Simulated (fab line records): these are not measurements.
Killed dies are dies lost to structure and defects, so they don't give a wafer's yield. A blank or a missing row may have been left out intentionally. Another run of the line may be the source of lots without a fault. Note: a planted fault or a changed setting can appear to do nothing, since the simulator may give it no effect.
Which tool was responsible? :: flow nandHarc :: 14 lots, 42 wafers sampled, at 7 steps of a route of 1302

== WHAT EACH GAUGE READ, for each wafer ==
NHARC_P_ZERO_WELL_CD_MEAS_24: the cd target is 720 nm.
lot: L776
measured: day 1 22:28
on: cdSem-02
cdNm (nm): 718.7 718.0 719.3

lot: L777
measured: day 2 08:36
on: cdSem-03
cdNm (nm): 718.9 718.5 719.2

lot: L778
measured: day 2 18:40
on: cdSem-03
cdNm (nm): 720.9 721.9 720.7

lot: L779
measured: day 3 04:36
on: cdSem-01
cdNm (nm): 719.1 718.8 719.7

lot: L781
measured: day 4 00:35
on: cdSem-03
cdNm (nm): 719.7 722.9 722.0

lot: L783
measured: day 4 20:28
on: cdSem-02
cdNm (nm): 721.3 722.0 724.2

lot: L784
measured: day 5 06:36
on: cdSem-01
cdNm (nm): 721.6 722.9 721.1

lot: L785
measured: day 5 16:28
on: cdSem-02
cdNm (nm): 723.7 723.0 723.5

lot: L786
measured: day 6 02:28
on: cdSem-03
cdNm (nm): 721.1 722.8 721.9

lot: L788
measured: day 6 22:39
on: cdSem-02
cdNm (nm): 719.5 723.1 721.9

lot: L789
measured: day 7 08:43
on: cdSem-02
cdNm (nm): 718.5 717.6 721.7

lot: L796
measured: day 10 07:22
on: cdSem-02
cdNm (nm): 720.6 722.0 719.7

lot: L798
measured: day 11 02:28
on: cdSem-03
cdNm (nm): 723.2 722.3 723.1

lot: L799
measured: day 11 12:29
on: cdSem-02
cdNm (nm): 721.4 722.4 722.6

NHARC_P_ZERO_WELL_CD_MEAS_37: the cd target is 720 nm.
lot: L776
measured: day 2 00:01
on: cdSem-02
cdNm (nm): 721.9 722.1 720.5

lot: L777
measured: day 2 10:14
on: cdSem-01
cdNm (nm): 718.1 718.4 718.5

lot: L778
measured: day 2 20:11
on: cdSem-01
cdNm (nm): 725.1 721.1 720.5

lot: L779
measured: day 3 06:07
on: cdSem-03
cdNm (nm): 720.0 721.5 717.9

lot: L781
measured: day 4 02:05
on: cdSem-01
cdNm (nm): 720.8 719.7 719.8

lot: L783
measured: day 4 22:10
on: cdSem-02
cdNm (nm): 723.9 723.3 721.3

lot: L784
measured: day 5 08:14
on: cdSem-02
cdNm (nm): 720.9 719.5 718.9

lot: L785
measured: day 5 17:58
on: cdSem-01
cdNm (nm): 719.8 718.4 720.4

lot: L786
measured: day 6 04:07
on: cdSem-01
cdNm (nm): 717.2 721.3 718.4

lot: L788
measured: day 7 02:25
on: cdSem-03
cdNm (nm): 719.6 722.1 719.5

lot: L789
measured: day 7 10:14
on: cdSem-02
cdNm (nm): 720.8 721.8 720.8

lot: L796
measured: day 10 09:14
on: cdSem-01
cdNm (nm): 718.8 719.8 719.6

lot: L798
measured: day 11 04:07
on: cdSem-01
cdNm (nm): 720.9 722.1 720.7

lot: L799
measured: day 11 14:07
on: cdSem-02
cdNm (nm): 720.1 718.6 719.1

NHARC_P_STI_CD_MEAS_09: the cd target is 200 nm.
lot: L776
measured: day 2 19:11
on: cdSem-01
cdNm (nm): 201.6 202.5 200.4

lot: L777
measured: day 3 09:52
on: cdSem-03
cdNm (nm): 201.2 201.1 202.7

lot: L778
measured: day 3 16:48
on: cdSem-02
cdNm (nm): 200.1 202.6 203.0

lot: L779
measured: day 4 00:13
on: cdSem-01
cdNm (nm): 202.8 199.9 200.7

lot: L781
measured: day 4 20:19
on: cdSem-01
cdNm (nm): 201.0 196.4 201.3

lot: L783
measured: day 5 16:53
on: cdSem-03
cdNm (nm): 199.5 198.4 203.2

lot: L784
measured: day 6 02:46
on: cdSem-01
cdNm (nm): 199.8 201.9 204.1

lot: L785
measured: day 6 13:40
on: cdSem-03
cdNm (nm): 200.3 200.4 198.0

lot: L786
measured: day 7 05:53
on: cdSem-01
cdNm (nm): 200.5 202.4 201.6

lot: L788
measured: day 7 20:19
on: cdSem-02
cdNm (nm): 203.4 199.1 202.1

lot: L789
measured: day 8 05:56
on: cdSem-01
cdNm (nm): 198.6 199.3 196.8

lot: L796
measured: day 11 05:28
on: cdSem-02
cdNm (nm): 200.0 203.7 198.1

lot: L798
measured: day 11 22:47
on: cdSem-02
cdNm (nm): 155.5 157.1 199.1

lot: L799
measured: day 12 12:00
on: cdSem-02
cdNm (nm): 153.8 196.8 156.5

NHARC_P_STI_CD_MEAS_16.
lot: L776
measured: day 2 19:54
on: cdSem-01
cdNm (nm): 202.2 203.8 201.6

lot: L777
measured: day 3 10:34
on: cdSem-03
cdNm (nm): 202.9 201.5 202.6

lot: L778
measured: day 3 17:30
on: cdSem-02
cdNm (nm): 200.4 203.2 203.9

lot: L779
measured: day 4 00:55
on: cdSem-02
cdNm (nm): 200.6 199.1 200.0

lot: L781
measured: day 4 21:01
on: cdSem-03
cdNm (nm): 202.5 196.4 202.0

lot: L783
measured: day 5 17:38
on: cdSem-03
cdNm (nm): 198.4 197.2 203.9

lot: L784
measured: day 6 03:28
on: cdSem-02
cdNm (nm): 200.9 202.9 203.5

lot: L785
measured: day 6 14:22
on: cdSem-02
cdNm (nm): 201.6 200.7 198.3

lot: L786
measured: day 7 06:36
on: cdSem-01
cdNm (nm): 199.3 200.5 200.0

lot: L788
measured: day 7 21:03
on: cdSem-02
cdNm (nm): 202.2 199.0 200.4

lot: L789
measured: day 8 06:38
on: cdSem-01
cdNm (nm): 197.4 199.2 195.7

lot: L796
measured: day 11 06:10
on: cdSem-02
cdNm (nm): 198.2 202.7 197.3

lot: L798
measured: day 11 23:30
on: cdSem-02
cdNm (nm): 154.3 154.4 197.6

lot: L799
measured: day 12 12:42
on: cdSem-01
cdNm (nm): 152.1 198.1 156.0

NHARC_P_STI_OCD_MEAS_17.
lot: L776
measured: day 2 19:59
on: ocd-02
trenchFootCdNm (nm): 159.7 160.6 158.0

lot: L777
measured: day 3 10:39
on: ocd-02
trenchFootCdNm (nm): 159.0 158.3 161.2

lot: L778
measured: day 3 17:35
on: ocd-02
trenchFootCdNm (nm): 158.6 160.5 160.8

lot: L779
measured: day 4 01:00
on: ocd-02
trenchFootCdNm (nm): 160.8 158.4 158.6

lot: L781
measured: day 4 21:07
on: ocd-01
trenchFootCdNm (nm): 160.1 155.3 159.8

lot: L783
measured: day 5 17:43
on: ocd-02
trenchFootCdNm (nm): 158.0 156.3 161.1

lot: L784
measured: day 6 03:33
on: ocd-01
trenchFootCdNm (nm): 157.8 158.9 161.9

lot: L785
measured: day 6 14:26
on: ocd-02
trenchFootCdNm (nm): 158.0 158.5 155.2

lot: L786
measured: day 7 06:41
on: ocd-01
trenchFootCdNm (nm): 157.2 160.6 158.5

lot: L788
measured: day 7 21:08
on: ocd-01
trenchFootCdNm (nm): 161.2 157.7 160.4

lot: L789
measured: day 8 06:44
on: ocd-01
trenchFootCdNm (nm): 156.1 157.7 155.5

lot: L796
measured: day 11 06:15
on: ocd-01
trenchFootCdNm (nm): 158.5 162.8 156.6

lot: L798
measured: day 11 23:35
on: ocd-01
trenchFootCdNm (nm): 112.5 114.9 156.0

lot: L799
measured: day 12 12:47
on: ocd-02
trenchFootCdNm (nm): 111.0 154.4 113.8

== WHICH TOOL RAN EACH LOT (tool, then ch and the chambers of the sampled wafers, then the start) ==
lot: L776
NHARC_P_ZERO_WELL_ETCH_63: rieSi-04 ch 1,2,3, day 1 21:40
NHARC_P_STI_EXPOSE_06: krfScanner-01 ch 0, day 2 19:02

lot: L777
NHARC_P_ZERO_WELL_ETCH_63: rieSi-04 ch 0,2, day 2 07:40
NHARC_P_STI_EXPOSE_06: krfScanner-01 ch 0, day 3 09:43

lot: L778
NHARC_P_ZERO_WELL_ETCH_63: rieSi-05 ch 0,1, day 2 17:44
NHARC_P_STI_EXPOSE_06: krfScanner-04 ch 0, day 3 16:39

lot: L779
NHARC_P_ZERO_WELL_ETCH_63: rieSi-02 ch 1,2,3, day 3 03:40
NHARC_P_STI_EXPOSE_06: krfScanner-04 ch 0, day 4 00:04

lot: L781
NHARC_P_ZERO_WELL_ETCH_63: rieSi-04 ch 0,3, day 3 23:40
NHARC_P_STI_EXPOSE_06: krfScanner-03 ch 0, day 4 20:10

lot: L783
NHARC_P_ZERO_WELL_ETCH_63: rieSi-02 ch 1,3, day 4 19:33
NHARC_P_STI_EXPOSE_06: krfScanner-03 ch 0, day 5 16:44

lot: L784
NHARC_P_ZERO_WELL_ETCH_63: rieSi-04 ch 1,2,3, day 5 05:47
NHARC_P_STI_EXPOSE_06: krfScanner-03 ch 0, day 6 02:37

lot: L785
NHARC_P_ZERO_WELL_ETCH_63: rieSi-05 ch 1,3, day 5 15:32
NHARC_P_STI_EXPOSE_06: krfScanner-04 ch 0, day 6 13:31

lot: L786
NHARC_P_ZERO_WELL_ETCH_63: rieSi-02 ch 0,3, day 6 01:32
NHARC_P_STI_EXPOSE_06: krfScanner-03 ch 0, day 7 05:44

lot: L788
NHARC_P_ZERO_WELL_ETCH_63: rieSi-02 ch 0,1,2, day 6 21:44
NHARC_P_STI_EXPOSE_06: krfScanner-01 ch 0, day 7 20:10

lot: L789
NHARC_P_ZERO_WELL_ETCH_63: rieSi-05 ch 0,1,3, day 7 07:48
NHARC_P_STI_EXPOSE_06: krfScanner-04 ch 0, day 8 05:47

lot: L796
NHARC_P_ZERO_WELL_ETCH_63: rieSi-02 ch 0,1,2, day 10 06:28
NHARC_P_STI_EXPOSE_06: krfScanner-03 ch 0, day 11 05:19

lot: L798
NHARC_P_ZERO_WELL_ETCH_63: rieSi-02 ch 0,1, day 11 01:40
NHARC_P_STI_EXPOSE_06: krfScanner-01 ch 0, day 11 22:38

lot: L799
NHARC_P_ZERO_WELL_ETCH_63: rieSi-05 ch 0,2,3, day 11 11:34
NHARC_P_STI_EXPOSE_06: krfScanner-01 ch 0, day 12 11:51
- NHARC_P_ZERO_WELL_ETCH_63: etches the open film in HBr/Cl2, target depth 120 nm, time 40.1 s.
- NHARC_P_STI_EXPOSE_06: exposes mask P STI, target cd 200 nm.

== AS READ BY THE TOOLS THEMSELVES (means over the sampled wafers that have a number; for cases with no such wafer, the mark the record gives instead) ==
NHARC_P_ZERO_WELL_ETCH_63.
lot: L776
tool: rieSi-04
biasW (W): 99.9
drypumpMotorCurrentA (A): 5.9
oesProductAu (a.u.): 1.008
throttleValvePct (%): 26.404

lot: L777
tool: rieSi-04
biasW (W): 100.0
drypumpMotorCurrentA (A): 5.5
oesProductAu (a.u.): 0.998
throttleValvePct (%): 26.399

lot: L778
tool: rieSi-05
biasW (W): 100.1
drypumpMotorCurrentA (A): 5.8
oesProductAu (a.u.): 1.004
throttleValvePct (%): 26.397

lot: L779
tool: rieSi-02
biasW (W): 100.2
drypumpMotorCurrentA (A): 5.3
oesProductAu (a.u.): 1.009
throttleValvePct (%): 26.406

lot: L781
tool: rieSi-04
biasW (W): 100.2
drypumpMotorCurrentA (A): 6.3
oesProductAu (a.u.): 0.996
throttleValvePct (%): 26.405

lot: L783
tool: rieSi-02
biasW (W): 100.0
drypumpMotorCurrentA (A): 5.1
oesProductAu (a.u.): 1.003
throttleValvePct (%): 26.406

lot: L784
tool: rieSi-04
biasW (W): 99.9
drypumpMotorCurrentA (A): 5.9
oesProductAu (a.u.): 1.007
throttleValvePct (%): 26.410

lot: L785
tool: rieSi-05
biasW (W): 100.4
drypumpMotorCurrentA (A): 5.4
oesProductAu (a.u.): 0.998
throttleValvePct (%): 26.410

lot: L786
tool: rieSi-02
biasW (W): 100.0
drypumpMotorCurrentA (A): 5.4
oesProductAu (a.u.): 1.010
throttleValvePct (%): 26.406

lot: L788
tool: rieSi-02
biasW (W): 99.8
drypumpMotorCurrentA (A): 5.7
oesProductAu (a.u.): 1.011
throttleValvePct (%): 26.404

lot: L789
tool: rieSi-05
biasW (W): 99.9
drypumpMotorCurrentA (A): 5.5
oesProductAu (a.u.): 1.010
throttleValvePct (%): 26.399

lot: L796
tool: rieSi-02
biasW (W): 99.9
drypumpMotorCurrentA (A): 5.7
oesProductAu (a.u.): 1.020
throttleValvePct (%): 26.404

lot: L798
tool: rieSi-02
biasW (W): 100.1
drypumpMotorCurrentA (A): 5.6
oesProductAu (a.u.): 1.012
throttleValvePct (%): 26.401

lot: L799
tool: rieSi-05
biasW (W): 100.1
drypumpMotorCurrentA (A): 5.5
oesProductAu (a.u.): 1.010
throttleValvePct (%): 26.396

NHARC_P_STI_EXPOSE_06.
lot: L776
tool: krfScanner-01
stageVelMmS (mm/s): 499.72

lot: L777
tool: krfScanner-01
stageVelMmS (mm/s): 499.57

lot: L778
tool: krfScanner-04
stageVelMmS (mm/s): 499.73

lot: L779
tool: krfScanner-04
stageVelMmS (mm/s): 499.85

lot: L781
tool: krfScanner-03
stageVelMmS (mm/s): 499.92

lot: L783
tool: krfScanner-03
stageVelMmS (mm/s): 500.21

lot: L784
tool: krfScanner-03
stageVelMmS (mm/s): 499.86

lot: L785
tool: krfScanner-04
stageVelMmS (mm/s): 500.16

lot: L786
tool: krfScanner-03
stageVelMmS (mm/s): 500.13

lot: L788
tool: krfScanner-01
stageVelMmS (mm/s): 499.77

lot: L789
tool: krfScanner-04
stageVelMmS (mm/s): 499.93

lot: L796
tool: krfScanner-03
stageVelMmS (mm/s): 499.99

lot: L798
tool: krfScanner-01
stageVelMmS (mm/s): 499.76

lot: L799
tool: krfScanner-01
stageVelMmS (mm/s): 500.37

== THE ANSWER, worked out from the rows above alone ==
Rule: usual is defined by the lots themselves. Put in order of their means at a reading, lots are off if they are a third of the lots or fewer, leave a main group of 4 or more, and stand apart from it by a gap of 3 or more times the standard deviation of the main group's means; of several such gaps the widest counts. A main group whose means are all the same, to the digits that the tables above print for the reading, isn't used. Also off: a lot with no number at a reading for which 4 or more lots have one. All remaining lots with rows at the step are treated as sound. First the gauges in route order, then the tools' own readings, where a lot's mean is used as printed above. The first step at which some lot is off is used, and at that step the reading that is off furthest; a lot without a number counts as furthest.
Off at NHARC_P_STI_CD_MEAS_09 (cdNm): L798, L799. For the main group the mean is 200.8 nm and the standard deviation 1.1.
A tool fits if, at a process step before that reading, it ran every lot that is off, and no sound lot after the first of them. Not tried: the gauges at NHARC_P_STI_CD_MEAS_09; whatever is off there is also off at NHARC_P_STI_OCD_MEAS_17, on other tools, and gauge error can't account for it. One fits: krfScanner-01 at NHARC_P_STI_EXPOSE_06. Its last sound lot is L788 (day 7 20:10), its first lot that is off L798 (day 11 22:38): a fault that began between those two fits.

== WHAT THE SIMULATOR HAD INSERTED ==
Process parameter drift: krfScanner-01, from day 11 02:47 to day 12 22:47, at NHARC_P_STI_EXPOSE_06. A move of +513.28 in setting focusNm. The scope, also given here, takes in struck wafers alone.
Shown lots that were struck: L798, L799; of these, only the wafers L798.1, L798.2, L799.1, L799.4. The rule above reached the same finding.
